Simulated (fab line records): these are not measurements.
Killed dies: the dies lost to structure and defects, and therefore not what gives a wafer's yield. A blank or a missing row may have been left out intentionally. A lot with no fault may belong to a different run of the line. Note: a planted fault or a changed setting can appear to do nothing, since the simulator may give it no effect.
Chamber matching || flow n5_finfet || cmp-01 running N5_ILD0_CMP_03: 4 sister chambers
The step polishes, stops on SiNx, t overpolish 1.9 s, target thk 197.38 nm. 8 wafers are shown with their chamber, then 9 later ones without.

## WAFERS WITH THEIR CHAMBER
{"wafer": "L077.3", "chamber": 3, "motor_current_A (A)": 15.9, "overpolish_run_s (s)": 1.886}
{"wafer": "L077.5", "chamber": 2, "motor_current_A (A)": 10.1, "overpolish_run_s (s)": 1.889}
{"wafer": "L079.1", "chamber": 1, "motor_current_A (A)": 13.8, "overpolish_run_s (s)": 1.906}
{"wafer": "L079.3", "chamber": 0, "motor_current_A (A)": 13.8, "overpolish_run_s (s)": 1.902}
{"wafer": "L079.5", "chamber": 1, "motor_current_A (A)": 13.5, "overpolish_run_s (s)": 1.898}
{"wafer": "L080.2", "chamber": 0, "motor_current_A (A)": 14.1, "overpolish_run_s (s)": 1.911}
{"wafer": "L080.5", "chamber": 3, "motor_current_A (A)": 16.0, "overpolish_run_s (s)": 1.895}
{"wafer": "L080.6", "chamber": 2, "motor_current_A (A)": 10.2, "overpolish_run_s (s)": 1.904}

## WAFERS WITH NO CHAMBER GIVEN
{"wafer": "L084.1", "motor_current_A (A)": 12.7, "overpolish_run_s (s)": 1.909}
{"wafer": "L084.3", "motor_current_A (A)": 14.1, "overpolish_run_s (s)": 1.896}
{"wafer": "L084.6", "motor_current_A (A)": 10.2, "overpolish_run_s (s)": 1.903}
{"wafer": "L092.4", "motor_current_A (A)": 10.2, "overpolish_run_s (s)": 1.897}
{"wafer": "L092.5", "motor_current_A (A)": 9.9, "overpolish_run_s (s)": 1.885}
{"wafer": "L092.6", "motor_current_A (A)": 13.6, "overpolish_run_s (s)": 1.899}
{"wafer": "L093.1", "motor_current_A (A)": 16.9, "overpolish_run_s (s)": 1.913}
{"wafer": "L093.4", "motor_current_A (A)": 10.0, "overpolish_run_s (s)": 1.899}
{"wafer": "L093.6", "motor_current_A (A)": 10.2, "overpolish_run_s (s)": 1.907}

## WHICH CHAMBER EACH WENT THROUGH
{"wafer": "L084.1", "from the rows above": "can't be placed: 1 or 0", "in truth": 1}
{"wafer": "L084.3", "from the rows above": "can't be placed: 0 or 1", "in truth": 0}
{"wafer": "L084.6", "from the rows above": 2, "in truth": 2}
{"wafer": "L092.4", "from the rows above": 2, "in truth": 2}
{"wafer": "L092.5", "from the rows above": 2, "in truth": 2}
{"wafer": "L092.6", "from the rows above": "can't be placed: 1 or 0", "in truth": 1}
{"wafer": "L093.1", "from the rows above": 3, "in truth": 3}
{"wafer": "L093.4", "from the rows above": 2, "in truth": 2}
{"wafer": "L093.6", "from the rows above": 2, "in truth": 2}
Placed correctly: 6 of 9. These rows do not allow placing 3 (true chamber among the candidates in 3). 0 placed wrongly.
How it was worked out, from the rows above alone: a wafer's distance from a chamber is the root of the sum, over the readings, of the square of ((its reading less the chamber's mean) divided by the reading's scatter). The wafer belongs to the nearest chamber; if the next one is less than 2 further off, it can't be placed. Each chamber's mean is taken over the wafers shown for it. How the scatter is found: for the shown wafers, subtract from each reading the mean of its chamber, square and add these, divide the total by (wafers less chambers), then take the root.
